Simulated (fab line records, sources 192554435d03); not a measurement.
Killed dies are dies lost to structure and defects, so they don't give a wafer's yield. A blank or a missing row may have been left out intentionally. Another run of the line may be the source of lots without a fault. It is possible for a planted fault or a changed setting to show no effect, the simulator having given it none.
Split-lot study | flow n5_finfet | 39 wafers read across 7 lots, on a route 1938 steps long

## ABOUT THE SPLIT
At N5_PASSIVATION_ETCH_54 (etches SiO2 in CHF3/O2, target depth 880 nm, time 440 s), the setting target_depth_a was moved away from the recipe's 8800 angstrom on 15 of the 39 wafers read, by -50.0% to +33.7%. This setting was run at the recipe's value on the other wafers.

The reading comes from the split's own step.

## THE READING
PASSIVATION.feature_depth_nm (the simulator's own value, which no gauge read), in nm, at N5_PASSIVATION_ETCH_54 (etches SiO2 in CHF3/O2, target depth 880 nm, time 440 s). The file gives no usual value for it. Across the 24 wafers here that went through the recipe, the average is 884.1 nm and the standard deviation 12 nm.

wafer  | tool, chamber at the split | target_depth_a as run, angstrom | against the recipe | PASSIVATION.feature_depth_nm, nm | against lot-mates on the recipe
L081.1 | rie_diel-06, 2             | 4402                            | -50.0%             | 439.8                            | -447.4
L081.2 | rie_diel-06, 0             | 4402                            | -50.0%             | 440.6                            | -446.6
L081.3 | rie_diel-06, 3             | 8800                            | recipe             | 889.4                            | -
L081.4 | rie_diel-06, 3             | 8800                            | recipe             | 891.6                            | -
L081.5 | rie_diel-06, 2             | 8800                            | recipe             | 880.6                            | -
L081.6 | rie_diel-06, 0             | 4402                            | -50.0%             | 446.6                            | -440.6
L077.1 | rie_diel-04, 1             | 5882                            | -33.2%             | 613.8                            | -268.8
L077.2 | rie_diel-04, 0             | 5882                            | -33.2%             | 592.6                            | -290.0
L077.3 | rie_diel-04, 3             | 8800                            | recipe             | 880.4                            | -
L077.4 | rie_diel-04, 2             | 8800                            | recipe             | 893.8                            | -
L077.5 | rie_diel-04, 3             | 8800                            | recipe             | 873.6                            | -
L077.6 | rie_diel-04, 0             | 5882                            | -33.2%             | 587.6                            | -295.0
L082.2 | rie_diel-06, 3             | 8800                            | recipe             | 877.6                            | -
L082.3 | rie_diel-06, 1             | 8800                            | recipe             | 872.6                            | -
L082.5 | rie_diel-06, 3             | 8800                            | recipe             | 878.6                            | -
L088.1 | rie_diel-05, 1             | 6445                            | -26.8%             | 655.2                            | -252.3
L088.2 | rie_diel-05, 0             | 8800                            | recipe             | 917.6                            | -
L088.3 | rie_diel-05, 3             | 8800                            | recipe             | 901.8                            | -
L088.4 | rie_diel-05, 2             | 6445                            | -26.8%             | 645.8                            | -261.7
L088.5 | rie_diel-05, 2             | 6445                            | -26.8%             | 646.8                            | -260.7
L088.6 | rie_diel-05, 3             | 8800                            | recipe             | 903.2                            | -
L091.1 | rie_diel-04, 1             | 11770                           | +33.7%             | 1207                             | +333.0
L091.2 | rie_diel-04, 3             | 11770                           | +33.7%             | 1152                             | +278.0
L091.3 | rie_diel-04, 2             | 8800                            | recipe             | 874.4                            | -
L091.4 | rie_diel-04, 0             | 8800                            | recipe             | 867.6                            | -
L091.5 | rie_diel-04, 3             | 11770                           | +33.7%             | 1160                             | +286.0
L091.6 | rie_diel-04, 2             | 8800                            | recipe             | 880                              | -
L096.1 | rie_diel-06, 0             | 8800                            | recipe             | 890.4                            | -
L096.2 | rie_diel-06, 3             | 8800                            | recipe             | 876.4                            | -
L096.3 | rie_diel-06, 1             | 8800                            | recipe             | 875.6                            | -
L096.4 | rie_diel-06, 2             | 8800                            | recipe             | 882.6                            | -
L096.5 | rie_diel-06, 1             | 8800                            | recipe             | 871.8                            | -
L096.6 | rie_diel-06, 2             | 8800                            | recipe             | 885.8                            | -
L097.1 | rie_diel-04, 1             | 8800                            | recipe             | 876.6                            | -
L097.2 | rie_diel-04, 3             | 5217                            | -40.7%             | 506.2                            | -378.3
L097.3 | rie_diel-04, 0             | 8800                            | recipe             | 901.6                            | -
L097.4 | rie_diel-04, 2             | 8800                            | recipe             | 875.2                            | -
L097.5 | rie_diel-04, 3             | 5217                            | -40.7%             | 511                              | -373.5
L097.6 | rie_diel-04, 0             | 5217                            | -40.7%             | 531.2                            | -353.3

FIT RESULTS
A straight line over all 39 wafers: PASSIVATION.feature_depth_nm changes by +8.78 nm for each +1% of target_depth_a; r = +1.00; the points scatter about the line by 13 nm.
The same after taking each lot's own level away (the mean of its wafers on the recipe; 39 wafers): +8.94 nm for each +1%; r = +1.00; scatter 12 nm.
That fit puts the effect of the largest move of target_depth_a on the reading at 4.5e+02 nm.
The span of the lots' own levels, 874.00 to 907.53 nm, comes to 2.8 times the standard deviation stated above.
The two slopes are in agreement: the lot-to-lot level therefore moves the slope only a little.
Check: with one of the wafers moved furthest among these (-50.0%) left out of the fit, the line predicts -448 nm for it against its lot-mates. It came out at -447 nm against them.

## OTHER SPLITS ON THESE WAFERS
Other splits were also applied to these wafers ahead of the reading. Each is held against what the fit with the lots' levels taken away leaves over:
other split on the same wafers      | wafers away from the commonest value | r with PASSIVATION.feature_depth_nm (lot level and that fit taken away)
N5_BEOL_M11_ILD_DEP_00 time_s       | 12                                   | -0.09
N5_BEOL_M14_ILD_DEP_00 target_thk_a | 12                                   | +0.05
N5_PASSIVATION_PECVD_35 time_s      | 15                                   | +0.06

## THE WHOLE CHAIN: every reading that the file lists as answering this split, in the file's order
step                   | what it does                                            | reading                                                                       | change (the file's fit)              | r (the file's)
N5_PASSIVATION_ETCH_54 | etches SiO2 in CHF3/O2, target depth 880 nm, time 440 s | etch.depth_nm (the simulator's own value, which no gauge read)                | +8.95 nm for each +1% of the setting | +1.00
N5_PASSIVATION_ETCH_54 | etches SiO2 in CHF3/O2, target depth 880 nm, time 440 s | PASSIVATION.feature_depth_nm (the simulator's own value, which no gauge read) | +8.95 nm for each +1% of the setting | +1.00

## THE FILE'S OWN FIT
PASSIVATION.feature_depth_nm changes by +8.95 nm for each +1% of target_depth_a, r = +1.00.
